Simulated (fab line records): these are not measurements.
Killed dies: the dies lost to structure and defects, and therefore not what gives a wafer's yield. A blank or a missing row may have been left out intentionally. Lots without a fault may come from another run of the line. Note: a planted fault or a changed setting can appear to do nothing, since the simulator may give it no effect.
Which tool was responsible? || flow n5-finfet || Sampling: 23 lots, 69 wafers, 2 of 1938 route steps

## WHAT THE GAUGES READ, wafer by wafer
N5_MOL_CONTACT_COAG_INSPECT_57: inspects for defects (brightfield).
{"lot": "L074", "measured": "day 5 02:18", "on": "defect-inspect-01", "raw-defect-count": "147 184 147"}
{"lot": "L075", "measured": "day 5 09:07", "on": "defect-inspect-01", "raw-defect-count": "262 435 320"}
{"lot": "L076", "measured": "day 5 18:21", "on": "defect-inspect-01", "raw-defect-count": "255 271 376"}
{"lot": "L077", "measured": "day 6 01:12", "on": "defect-inspect-02", "raw-defect-count": "232 225 206"}
{"lot": "L078", "measured": "day 6 02:17", "on": "defect-inspect-01", "raw-defect-count": "290 398 206"}
{"lot": "L079", "measured": "day 6 08:47", "on": "defect-inspect-02", "raw-defect-count": "251 176 171"}
{"lot": "L081", "measured": "day 6 20:52", "on": "defect-inspect-01", "raw-defect-count": "191 319 228"}
{"lot": "L082", "measured": "day 7 04:24", "on": "defect-inspect-02", "raw-defect-count": "188 232 175"}
{"lot": "L083", "measured": "day 7 11:56", "on": "defect-inspect-01", "raw-defect-count": "161 152 196"}
{"lot": "L084", "measured": "day 7 16:52", "on": "defect-inspect-01", "raw-defect-count": "195 189 199"}
{"lot": "L085", "measured": "day 7 20:58", "on": "defect-inspect-01", "raw-defect-count": "111 171 167"}
{"lot": "L086", "measured": "day 7 23:50", "on": "defect-inspect-02", "raw-defect-count": "246 235 168"}
{"lot": "L087", "measured": "day 8 07:49", "on": "defect-inspect-02", "raw-defect-count": "156 195 244"}
{"lot": "L088", "measured": "day 8 18:42", "on": "defect-inspect-01", "raw-defect-count": "192 145 153"}
{"lot": "L089", "measured": "day 8 22:17", "on": "defect-inspect-01", "raw-defect-count": "286 191 199"}
{"lot": "L090", "measured": "day 9 03:05", "on": "defect-inspect-01", "raw-defect-count": "141 163 139"}
{"lot": "L091", "measured": "day 9 11:04", "on": "defect-inspect-02", "raw-defect-count": "204 152 223"}
{"lot": "L092", "measured": "day 9 15:26", "on": "defect-inspect-01", "raw-defect-count": "156 207 180"}
{"lot": "L093", "measured": "day 9 19:04", "on": "defect-inspect-01", "raw-defect-count": "338 276 266"}
{"lot": "L094", "measured": "day 10 03:08", "on": "defect-inspect-01", "raw-defect-count": "227 225 171"}
{"lot": "L095", "measured": "day 10 12:23", "on": "defect-inspect-01", "raw-defect-count": "260 184 189"}
{"lot": "L097", "measured": "day 10 19:46", "on": "defect-inspect-01", "raw-defect-count": "322 310 293"}
{"lot": "L096", "measured": "day 10 23:59", "on": "defect-inspect-02", "raw-defect-count": "159 143 144"}

## WHICH TOOL RAN EACH LOT (tool, then ch and the chambers of the sampled wafers, then the start)
{"lot": "L074", "N5_MOL_CONTACT_COAG_ALD_27": "ald-sin-01 ch 0,2,3, day 4 23:20"}
{"lot": "L075", "N5_MOL_CONTACT_COAG_ALD_27": "ald-sin-02 ch 1,3, day 5 06:10"}
{"lot": "L076", "N5_MOL_CONTACT_COAG_ALD_27": "ald-sin-02 ch 0,2,3, day 5 15:30"}
{"lot": "L077", "N5_MOL_CONTACT_COAG_ALD_27": "ald-sin-02 ch 0,2,3, day 5 21:59"}
{"lot": "L078", "N5_MOL_CONTACT_COAG_ALD_27": "ald-sin-04 ch 0,1, day 5 23:27"}
{"lot": "L079", "N5_MOL_CONTACT_COAG_ALD_27": "ald-sin-02 ch 0,2, day 6 05:58"}
{"lot": "L081", "N5_MOL_CONTACT_COAG_ALD_27": "ald-sin-02 ch 0,2,3, day 6 17:26"}
{"lot": "L082", "N5_MOL_CONTACT_COAG_ALD_27": "ald-sin-02 ch 0,3, day 7 01:01"}
{"lot": "L083", "N5_MOL_CONTACT_COAG_ALD_27": "ald-sin-04 ch 0,1,2, day 7 08:56"}
{"lot": "L084", "N5_MOL_CONTACT_COAG_ALD_27": "ald-sin-04 ch 1,2, day 7 12:59"}
{"lot": "L085", "N5_MOL_CONTACT_COAG_ALD_27": "ald-sin-02 ch 1,3, day 7 17:59"}
{"lot": "L086", "N5_MOL_CONTACT_COAG_ALD_27": "ald-sin-04 ch 1,2,3, day 7 21:00"}
{"lot": "L087", "N5_MOL_CONTACT_COAG_ALD_27": "ald-sin-02 ch 0,1,3, day 8 04:13"}
{"lot": "L088", "N5_MOL_CONTACT_COAG_ALD_27": "ald-sin-02 ch 0,1,2, day 8 15:13"}
{"lot": "L089", "N5_MOL_CONTACT_COAG_ALD_27": "ald-sin-02 ch 0,1,3, day 8 19:27"}
{"lot": "L090", "N5_MOL_CONTACT_COAG_ALD_27": "ald-sin-04 ch 0,2, day 9 00:16"}
{"lot": "L091", "N5_MOL_CONTACT_COAG_ALD_27": "ald-sin-01 ch 0,3, day 9 08:14"}
{"lot": "L092", "N5_MOL_CONTACT_COAG_ALD_27": "ald-sin-02 ch 0,2,3, day 9 12:22"}
{"lot": "L093", "N5_MOL_CONTACT_COAG_ALD_27": "ald-sin-01 ch 2,3, day 9 16:06"}
{"lot": "L094", "N5_MOL_CONTACT_COAG_ALD_27": "ald-sin-01 ch 1,2, day 10 00:17"}
{"lot": "L095", "N5_MOL_CONTACT_COAG_ALD_27": "ald-sin-01 ch 1,2,3, day 10 09:27"}
{"lot": "L097", "N5_MOL_CONTACT_COAG_ALD_27": "ald-sin-02 ch 0,2, day 10 16:49"}
{"lot": "L096", "N5_MOL_CONTACT_COAG_ALD_27": "ald-sin-02 ch 0,2, day 10 20:16"}
- N5_MOL_CONTACT_COAG_ALD_27: deposits SiOC, target thk 17 nm, pulse time 1.5 s, time 2720 s.

## AS READ BY THE TOOLS THEMSELVES (means over the sampled wafers that have a number; for cases with no such wafer, the mark the record gives instead)
N5_MOL_CONTACT_COAG_ALD_27.
{"lot": "L074", "tool": "ald-sin-01", "heater-power-w (W)": 785, "precursor-pulse-height-rel": 1.011}
{"lot": "L075", "tool": "ald-sin-02", "heater-power-w (W)": 839, "precursor-pulse-height-rel": 0.985}
{"lot": "L076", "tool": "ald-sin-02", "heater-power-w (W)": 874, "precursor-pulse-height-rel": 0.998}
{"lot": "L077", "tool": "ald-sin-02", "heater-power-w (W)": 888, "precursor-pulse-height-rel": 0.993}
{"lot": "L078", "tool": "ald-sin-04", "heater-power-w (W)": 771, "precursor-pulse-height-rel": 1.002}
{"lot": "L079", "tool": "ald-sin-02", "heater-power-w (W)": 898, "precursor-pulse-height-rel": 1.003}
{"lot": "L081", "tool": "ald-sin-02", "heater-power-w (W)": 870, "precursor-pulse-height-rel": 0.998}
{"lot": "L082", "tool": "ald-sin-02", "heater-power-w (W)": 899, "precursor-pulse-height-rel": 0.993}
{"lot": "L083", "tool": "ald-sin-04", "heater-power-w (W)": 755, "precursor-pulse-height-rel": 1.008}
{"lot": "L084", "tool": "ald-sin-04", "heater-power-w (W)": 794, "precursor-pulse-height-rel": 0.983}
{"lot": "L085", "tool": "ald-sin-02", "heater-power-w (W)": 859, "precursor-pulse-height-rel": 1.008}
{"lot": "L086", "tool": "ald-sin-04", "heater-power-w (W)": 818, "precursor-pulse-height-rel": 1.000}
{"lot": "L087", "tool": "ald-sin-02", "heater-power-w (W)": 868, "precursor-pulse-height-rel": 0.992}
{"lot": "L088", "tool": "ald-sin-02", "heater-power-w (W)": 859, "precursor-pulse-height-rel": 0.981}
{"lot": "L089", "tool": "ald-sin-02", "heater-power-w (W)": 876, "precursor-pulse-height-rel": 0.993}
{"lot": "L090", "tool": "ald-sin-04", "heater-power-w (W)": 719, "precursor-pulse-height-rel": 0.995}
{"lot": "L091", "tool": "ald-sin-01", "heater-power-w (W)": 710, "precursor-pulse-height-rel": 1.008}
{"lot": "L092", "tool": "ald-sin-02", "heater-power-w (W)": 873, "precursor-pulse-height-rel": 0.996}
{"lot": "L093", "tool": "ald-sin-01", "heater-power-w (W)": 768, "precursor-pulse-height-rel": 0.988}
{"lot": "L094", "tool": "ald-sin-01", "heater-power-w (W)": 921, "precursor-pulse-height-rel": 1.003}
{"lot": "L095", "tool": "ald-sin-01", "heater-power-w (W)": 838, "precursor-pulse-height-rel": 0.991}
{"lot": "L097", "tool": "ald-sin-02", "heater-power-w (W)": 875, "precursor-pulse-height-rel": 0.994}
{"lot": "L096", "tool": "ald-sin-02", "heater-power-w (W)": 875, "precursor-pulse-height-rel": 0.987}

## THE ANSWER, worked out from the rows above alone
Rule: the lots themselves supply what counts as usual. The widest of any qualifying gaps counts: lots, ordered by their means at a reading, are off when they make up no more than a third of the lots, leave a main group of 4 or more, and stand apart from it by 3 or more times the standard deviation of that group's means. The tables above print the reading to a certain number of digits; a main group whose means all agree to those digits is not used. A lot without any number at a reading at which 4 lots or more have one is off too. All remaining lots with rows at the step are treated as sound. Order of review: gauges by route order, followed by the tools' own readings, for which a lot's mean as printed above is used. The first step at which some lot is off is used, and at that step the reading that is off furthest; a lot without a number counts as furthest.
No lot is off on any of the readings shown, so nothing can be concluded from this.

## WHAT WAS PUT IN BY THE SIMULATOR
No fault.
